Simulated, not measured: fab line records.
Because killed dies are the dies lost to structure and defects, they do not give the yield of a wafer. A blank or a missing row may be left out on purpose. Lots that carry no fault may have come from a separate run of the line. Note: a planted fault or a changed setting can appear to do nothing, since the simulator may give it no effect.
Which tool did it? -- flow n5-finfet -- 21 lots, 63 wafers sampled, at 5 steps of a route of 1938

== WHAT EACH GAUGE READ, for each wafer ==
N5_HKMG_FIN_CD_MEAS_12: the cd target is 92.8 nm.
lot,measured,on,cd-nm (nm)
L074,day 4 07:10,cd-sem-01,90.9 91.6 93.1
L076,day 4 19:56,cd-sem-02,92.8 92.5 93.3
L077,day 5 03:23,cd-sem-02,92.3 91.9 92.7
L079,day 5 10:32,cd-sem-02,92.5 91.4 92.0
L081,day 6 00:22,cd-sem-01,92.0 92.9 91.7
L082,day 6 06:22,cd-sem-03,91.7 91.8 92.5
L083,day 6 13:11,cd-sem-02,92.1 90.9 92.1
L084,day 6 15:56,cd-sem-02,92.5 93.9 92.7
L085,day 7 05:15,cd-sem-03,91.1 91.6 92.5
L086,day 7 09:58,cd-sem-01,93.0 93.9 92.8
L087,day 7 13:51,cd-sem-01,92.7 92.1 93.9
L088,day 7 17:20,cd-sem-01,92.3 92.6 92.5
L089,day 7 20:46,cd-sem-01,93.7 92.6 91.7
L090,day 8 02:14,cd-sem-02,92.7 93.0 92.5
L091,day 8 07:42,cd-sem-01,92.5 92.2 91.1
L092,day 8 20:39,cd-sem-03,91.6 90.9 91.7
L093,day 8 23:11,cd-sem-01,91.9 92.0 93.0
L094,day 9 04:53,cd-sem-02,92.1 91.9 92.4
L095,day 9 15:46,cd-sem-03,92.4 92.6 92.2
L096,day 9 20:55,cd-sem-02,91.3 92.7 94.0
L097,day 9 21:40,cd-sem-01,92.2 90.4 91.9

== WHICH TOOL RAN EACH LOT (tool, then ch and the chambers of the sampled wafers, then the start) ==
lot,N5_SDB_ETCH_25,N5_HKMG_FIN_ETCH_54,N5_HKMG_FIN_ETCH_55,N5_HKMG_FIN_PWFM_ALD_03
L074,"rie-diel-02 ch 0,2,3, day 3 23:02","rie-diel-04 ch 0,1,2, day 4 03:56","rie-diel-04 ch 0,1,2, day 4 03:59","ald-metal-01 ch 0,1, day 4 06:20"
L076,"rie-diel-05 ch 0,1,3, day 4 11:32","rie-diel-04 ch 0,3, day 4 16:35","rie-diel-04 ch 0,3, day 4 16:39","ald-metal-01 ch 1,2, day 4 19:06"
L077,"rie-diel-02 ch 0,1,2, day 4 18:35","rie-diel-02 ch 1,2,3, day 5 00:08","rie-diel-02 ch 1,2,3, day 5 00:11","ald-metal-04 ch 0,1,3, day 5 02:32"
L079,"rie-diel-05 ch 0,1,2, day 5 01:47","rie-diel-02 ch 0,2,3, day 5 07:24","rie-diel-02 ch 0,2,3, day 5 07:28","ald-metal-01 ch 0,1,3, day 5 09:49"
L081,"rie-diel-05 ch 1,2, day 5 16:07","rie-diel-02 ch 0,2,3, day 5 21:15","rie-diel-02 ch 0,2,3, day 5 21:18","ald-metal-01 ch 0,2,3, day 5 23:39"
L082,"rie-diel-02 ch 0,1,3, day 5 21:59","rie-diel-02 ch 1,2,3, day 6 03:14","rie-diel-02 ch 1,2,3, day 6 03:17","ald-metal-04 ch 1,2,3, day 6 05:39"
L083,"rie-diel-04 ch 1,2, day 6 04:30","rie-diel-04 ch 0,2, day 6 10:00","rie-diel-04 ch 0,2, day 6 10:03","ald-metal-02 ch 0,2,3, day 6 12:28"
L084,"rie-diel-02 ch 0,2, day 6 07:36","rie-diel-04 ch 1,2, day 6 12:41","rie-diel-04 ch 1,2, day 6 12:44","ald-metal-02 ch 1,3, day 6 15:06"
L085,"rie-diel-04 ch 0,1,2, day 6 20:59","rie-diel-05 ch 1,2,3, day 7 02:02","rie-diel-05 ch 1,2,3, day 7 02:09","ald-metal-04 ch 0,1,2, day 7 04:25"
L086,"rie-diel-02 ch 0,3, day 7 00:49","rie-diel-04 ch 0,2, day 7 06:41","rie-diel-04 ch 0,2, day 7 06:45","ald-metal-02 ch 1,3, day 7 09:07"
L087,"rie-diel-04 ch 0,1,2, day 7 05:35","rie-diel-05 ch 1,2,3, day 7 10:43","rie-diel-05 ch 1,2,3, day 7 10:46","ald-metal-02 ch 1,2,3, day 7 13:08"
L088,"rie-diel-04 ch 0,1,2, day 7 08:49","rie-diel-02 ch 1,2,3, day 7 13:48","rie-diel-02 ch 1,2,3, day 7 13:52","ald-metal-04 ch 1,2,3, day 7 16:30"
L089,"rie-diel-05 ch 1,2,3, day 7 12:18","rie-diel-04 ch 0,2,3, day 7 17:37","rie-diel-04 ch 0,2,3, day 7 17:40","ald-metal-02 ch 1,2, day 7 20:03"
L090,"rie-diel-02 ch 0,2,3, day 7 17:37","rie-diel-05 ch 1,2,3, day 7 22:59","rie-diel-05 ch 1,2,3, day 7 23:02","ald-metal-02 ch 0,1,3, day 8 01:25"
L091,"rie-diel-04 ch 0,2,3, day 7 23:28","rie-diel-04 ch 1,2,3, day 8 04:35","rie-diel-04 ch 1,2,3, day 8 04:38","ald-metal-04 ch 1,3, day 8 06:59"
L092,"rie-diel-02 ch 1,2, day 8 11:49","rie-diel-05 ch 0,1,2, day 8 17:23","rie-diel-05 ch 0,1,2, day 8 17:27","ald-metal-04 ch 0,2, day 8 19:49"
L093,"rie-diel-04 ch 0,2,3, day 8 13:40","rie-diel-02 ch 0,1,3, day 8 19:54","rie-diel-02 ch 0,1,3, day 8 19:57","ald-metal-02 ch 0,2,3, day 8 22:20"
L094,"rie-diel-04 ch 0,2,3, day 8 20:00","rie-diel-05 ch 0,1,3, day 9 01:25","rie-diel-05 ch 0,1,3, day 9 01:29","ald-metal-01 ch 0,1,2, day 9 04:03"
L095,"rie-diel-04 ch 2,3, day 9 07:19","rie-diel-02 ch 0,2,3, day 9 12:23","rie-diel-02 ch 0,2,3, day 9 12:26","ald-metal-02 ch 1,2,3, day 9 14:55"
L096,"rie-diel-05 ch 0,2, day 9 12:08","rie-diel-02 ch 0,1, day 9 17:40","rie-diel-02 ch 0,1, day 9 17:43","ald-metal-04 ch 1,2, day 9 20:04"
L097,"rie-diel-02 ch 1,3, day 9 13:16","rie-diel-02 ch 0,1,3, day 9 18:31","rie-diel-02 ch 0,1,3, day 9 18:34","ald-metal-02 ch 0,2,3, day 9 20:56"
- N5_SDB_ETCH_25: etches SiO2 in C4F6/O2, target depth 10 nm, time 3.3 s.
- N5_HKMG_FIN_ETCH_54: etches SiARC in CF4, target depth 45.5 nm, time 75.8 s.
- N5_HKMG_FIN_ETCH_55: etches SOC in N2/H2, target depth 240 nm, time 300 s.
- N5_HKMG_FIN_PWFM_ALD_03: deposits TiN, target thk 2 nm, pulse time 1 s, purge time 3 s.

== WHAT THE TOOLS THEMSELVES READ (means of the sampled wafers that have a number; where no wafer has one, the mark that the record gives instead) ==
N5_SDB_ETCH_25.
lot,tool,drypump-motor-current-A (A),oes_ar_750_au (a.u.),oes-product-au (a.u.),rf-vpp-V (V),showerhead-plenum-p-Torr (Torr),throttle-valve-pct (%)
L074,rie-diel-02,6.1,0.73,0.71,637,2.81,21.11
L076,rie-diel-05,5.6,0.74,0.73,644,2.91,21.36
L077,rie-diel-02,5.9,0.70,0.70,650,2.82,21.13
L079,rie-diel-05,5.6,0.75,0.74,651,2.84,21.05
L081,rie-diel-05,5.7,0.74,0.75,666,2.72,20.99
L082,rie-diel-02,6.2,0.70,0.68,653,2.83,21.05
L083,rie-diel-04,5.4,0.71,0.70,651,2.86,21.24
L084,rie-diel-02,5.8,0.70,0.71,633,2.79,21.23
L085,rie-diel-04,5.5,0.76,0.76,658,2.92,21.14
L086,rie-diel-02,6.2,0.71,0.69,636,2.78,21.08
L087,rie-diel-04,5.5,0.76,0.76,657,2.92,21.15
L088,rie-diel-04,5.5,0.75,0.75,659,2.92,21.15
L089,rie-diel-05,5.7,0.81,0.82,661,2.79,21.19
L090,rie-diel-02,6.1,0.70,0.68,636,2.79,21.15
L091,rie-diel-04,5.6,0.82,0.84,665,2.87,21.09
L092,rie-diel-02,5.8,0.83,0.84,666,2.86,20.89
L093,rie-diel-04,5.7,0.82,0.82,664,2.87,21.10
L094,rie-diel-04,5.7,0.81,0.83,664,2.87,21.11
L095,rie-diel-04,5.8,0.83,0.84,666,2.80,21.01
L096,rie-diel-05,5.2,0.85,0.86,633,2.82,20.84
L097,rie-diel-02,6.3,0.75,0.75,658,2.86,20.95

N5_HKMG_FIN_ETCH_54.
lot,tool,drypump-motor-current-A (A),etch-rf-on-time-s (s),oes-product-au (a.u.),rf-vpp-V (V),showerhead-plenum-p-Torr (Torr),throttle-valve-pct (%)
L074,rie-diel-04,5.5,76.6,0.68,184.5,2.21,15.57
L076,rie-diel-04,5.8,77.5,0.72,184.7,2.23,15.54
L077,rie-diel-02,6.0,79.0,0.59,184.8,2.15,15.56
L079,rie-diel-02,6.1,77.0,0.60,182.6,2.10,15.53
L081,rie-diel-02,6.1,77.0,0.60,184.1,2.10,15.55
L082,rie-diel-02,6.0,79.5,0.58,184.3,2.14,15.58
L083,rie-diel-04,5.5,76.1,0.71,185.3,2.23,15.66
L084,rie-diel-04,5.3,77.8,0.59,183.6,2.15,15.72
L085,rie-diel-05,5.7,76.8,0.70,183.1,2.11,15.64
L086,rie-diel-04,5.4,76.4,0.64,183.6,2.17,15.78
L087,rie-diel-05,5.7,76.2,0.70,183.6,2.11,15.65
L088,rie-diel-02,6.0,80.0,0.66,183.5,2.14,15.44
L089,rie-diel-04,5.7,76.9,0.72,184.2,2.17,15.54
L090,rie-diel-05,5.7,77.0,0.69,183.6,2.11,15.66
L091,rie-diel-04,5.6,77.3,0.65,184.5,2.14,15.51
L092,rie-diel-05,5.5,75.5,0.70,183.8,2.13,15.46
L093,rie-diel-02,6.2,78.5,0.65,183.7,2.11,15.34
L094,rie-diel-05,5.6,75.1,0.74,184.4,2.18,15.54
L095,rie-diel-02,6.1,77.2,0.58,183.1,2.09,15.61
L096,rie-diel-02,6.0,78.4,0.70,183.7,2.13,15.26
L097,rie-diel-02,6.2,78.6,0.64,183.4,2.11,15.35

N5_HKMG_FIN_ETCH_55.
lot,tool,drypump-motor-current-A (A),oes-product-au (a.u.),rf-vpp-V (V),showerhead-plenum-p-Torr (Torr),temp-c (C),throttle-valve-pct (%)
L074,rie-diel-04,5.5,0.79,526.1,2.64,39.98,17.94
L076,rie-diel-04,5.8,0.84,525.7,2.65,40.23,17.76
L077,rie-diel-02,6.0,0.69,525.1,2.57,39.96,17.99
L079,rie-diel-02,6.1,0.70,522.4,2.50,39.99,17.87
L081,rie-diel-02,6.1,0.70,522.6,2.50,39.97,17.87
L082,rie-diel-02,6.0,0.68,525.1,2.56,40.17,18.01
L083,rie-diel-04,5.5,0.82,526.2,2.67,40.01,18.02
L084,rie-diel-04,5.4,0.69,524.7,2.57,40.01,18.13
L085,rie-diel-05,5.7,0.82,522.5,2.49,39.98,17.86
L086,rie-diel-04,5.4,0.75,524.9,2.60,40.01,18.21
L087,rie-diel-05,5.7,0.81,522.2,2.49,39.96,17.86
L088,rie-diel-02,6.1,0.77,524.1,2.56,39.92,17.87
L089,rie-diel-04,5.6,0.84,524.9,2.58,40.01,17.85
L090,rie-diel-05,5.7,0.80,522.2,2.49,40.09,17.88
L091,rie-diel-04,5.6,0.77,524.5,2.54,39.99,17.78
L092,rie-diel-05,5.6,0.80,524.1,2.53,39.98,17.66
L093,rie-diel-02,6.2,0.75,523.5,2.52,40.11,17.75
L094,rie-diel-05,5.6,0.88,525.2,2.58,39.96,17.77
L095,rie-diel-02,6.1,0.67,522.0,2.49,40.01,17.94
L096,rie-diel-02,6.0,0.81,523.6,2.55,40.04,17.71
L097,rie-diel-02,6.2,0.74,522.4,2.52,40.00,17.77

N5_HKMG_FIN_PWFM_ALD_03.
lot,tool,heater-power-w (W),precursor-pulse-height-rel
L074,ald-metal-01,934,0.989
L076,ald-metal-01,923,0.993
L077,ald-metal-04,803,0.978
L079,ald-metal-01,925,0.981
L081,ald-metal-01,990,0.997
L082,ald-metal-04,809,0.999
L083,ald-metal-02,897,1.004
L084,ald-metal-02,845,0.999
L085,ald-metal-04,811,0.995
L086,ald-metal-02,852,0.998
L087,ald-metal-02,876,0.991
L088,ald-metal-04,808,1.001
L089,ald-metal-02,899,1.001
L090,ald-metal-02,824,0.976
L091,ald-metal-04,810,1.005
L092,ald-metal-04,806,0.980
L093,ald-metal-02,894,0.974
L094,ald-metal-01,944,1.009
L095,ald-metal-02,874,1.007
L096,ald-metal-04,814,0.987
L097,ald-metal-02,892,0.999

== THE ANSWER, worked out from the rows above alone ==
Rule: the lots themselves supply what counts as usual. The widest of any qualifying gaps counts: lots, ordered by their means at a reading, are off when they make up no more than a third of the lots, leave a main group of 4 or more, and stand apart from it by 3 or more times the standard deviation of that group's means. The tables above print the reading to a certain number of digits; a main group whose means all agree to those digits is not used. Also off: a lot with no number at a reading for which 4 or more lots have one. All remaining lots with rows at the step are treated as sound. After the gauges, taken in route order, come the tools' own readings; for these a lot's mean is taken, as printed above. At the first step where some lot is off, the reading lying furthest off is the one used; lots without a number count as furthest.
Across all readings shown, no lot is off: no conclusion can be drawn from this.

== WHAT WAS PUT IN BY THE SIMULATOR ==
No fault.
